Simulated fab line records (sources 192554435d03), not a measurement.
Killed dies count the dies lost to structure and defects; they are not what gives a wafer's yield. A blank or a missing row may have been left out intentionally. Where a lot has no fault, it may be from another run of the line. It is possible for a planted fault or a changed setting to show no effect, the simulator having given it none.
Matching of chambers | flow n5-finfet | N5_DUMMY_GATE_HM_OPEN_21 on rie-diel-05: 4 sister chambers
The step chemistry CH3F/O2, target SiNx, target depth 120 nm, time 171.4 s. 27 wafers are shown with their chamber, then 12 later ones without.

## WAFERS PAIRED WITH THEIR CHAMBERS
wafer  | chamber | drypump-motor-current-A (A) | showerhead-plenum-p-Torr (Torr) | rf-vpp-V (V)
L074.1 | 2       | 5.3                         | 1.99                            | 301.1
L074.4 | 3       | 5.8                         | 2.12                            | 300.3
L074.6 | 1       | 6.0                         | 2.03                            | 295.8
L075.1 | 1       | 6.0                         | 2.03                            | 295.2
L075.4 | 1       | 6.0                         | 2.03                            | 295.6
L075.5 | 2       | 5.3                         | 1.99                            | 300.3
L076.2 | 3       | 5.8                         | 2.12                            | 302.2
L076.3 | 1       | 6.0                         | 2.03                            | 295.6
L076.5 | 3       | 5.8                         | 2.12                            | 301.6
L078.1 | 1       | 6.0                         | 2.02                            | 296.2
L078.4 | 3       | 5.8                         | 2.11                            | 301.1
L078.6 | 0       | 5.1                         | 2.11                            | 301.2
L081.1 | 3       | 5.8                         | 2.11                            | 300.8
L081.4 | 1       | 6.0                         | 2.02                            | 296.5
L081.5 | 0       | 5.0                         | 2.11                            | 301.3
L082.1 | 1       | 6.0                         | 2.02                            | 295.4
L082.5 | 1       | 6.0                         | 2.02                            | 295.9
L082.6 | 0       | 5.1                         | 2.11                            | 302.8
L086.1 | 0       | 5.0                         | 2.11                            | 300.3
L086.4 | 2       | 5.3                         | 1.98                            | 300.4
L086.5 | 3       | 5.8                         | 2.11                            | 301.4
L085.3 | 0       | 5.0                         | 2.11                            | 301.8
L085.4 | 1       | 6.0                         | 2.02                            | 295.8
L085.5 | 0       | 5.0                         | 2.11                            | 300.2
L087.4 | 1       | 6.0                         | 2.02                            | 294.4
L087.5 | 2       | 5.3                         | 1.98                            | 300.2
L087.6 | 3       | 5.8                         | 2.11                            | 301.3

SIGNATURES, as means of the wafers listed above
reading                  | chamber 0 | chamber 1 | chamber 2 | chamber 3 | scatter within a chamber
drypump-motor-current-A  | 5.033     | 6.000     | 5.300     | 5.800     | 0.0241
showerhead-plenum-p-Torr | 2.1100    | 2.0240    | 1.9850    | 2.1143    | 0.00472
rf-vpp-V                 | 301.267   | 295.640   | 300.500   | 301.243   | 0.671
Rule: a wafer's distance from a chamber is the root of the sum, over the readings, of the square of ((its reading less the chamber's mean) divided by the reading's scatter). If the next closest chamber is less than 2 further off than the closest, the wafer can't be placed; otherwise it belongs to the closest. How the scatter is found: for the shown wafers, subtract from each reading the mean of its chamber, square and add these, divide the total by (wafers less chambers), then take the root.

## WAFERS WITHOUT THEIR CHAMBER
wafer  | drypump-motor-current-A (A) | showerhead-plenum-p-Torr (Torr) | rf-vpp-V (V)
L088.1 | 6.0                         | 2.02                            | 295.9
L088.4 | 5.3                         | 1.98                            | 299.9
L088.6 | 6.0                         | 2.02                            | 295.4
L090.1 | 5.8                         | 2.11                            | 301.5
L090.5 | 6.0                         | 2.02                            | 295.8
L090.6 | 5.8                         | 2.11                            | 302.5
L093.2 | 6.0                         | 2.02                            | 296.4
L093.3 | 5.8                         | 2.11                            | 302.8
L093.4 | 5.0                         | 2.10                            | 302.1
L096.2 | 5.0                         | 2.10                            | 302.2
L096.4 | 5.3                         | 1.98                            | 301.9
L096.6 | 5.3                         | 1.98                            | 300.6

## THE CHAMBER EACH PASSED THROUGH
wafer  | from the rows above | in truth
L088.1 | 1                   | 1
L088.4 | 2                   | 2
L088.6 | 1                   | 1
L090.1 | 3                   | 3
L090.5 | 1                   | 1
L090.6 | 3                   | 3
L093.2 | 1                   | 1
L093.3 | 3                   | 3
L093.4 | 0                   | 0
L096.2 | 0                   | 0
L096.4 | 2                   | 2
L096.6 | 2                   | 2
Correctly placed: 12 of 12. Not placeable from these rows: 0. 0 placed wrongly.
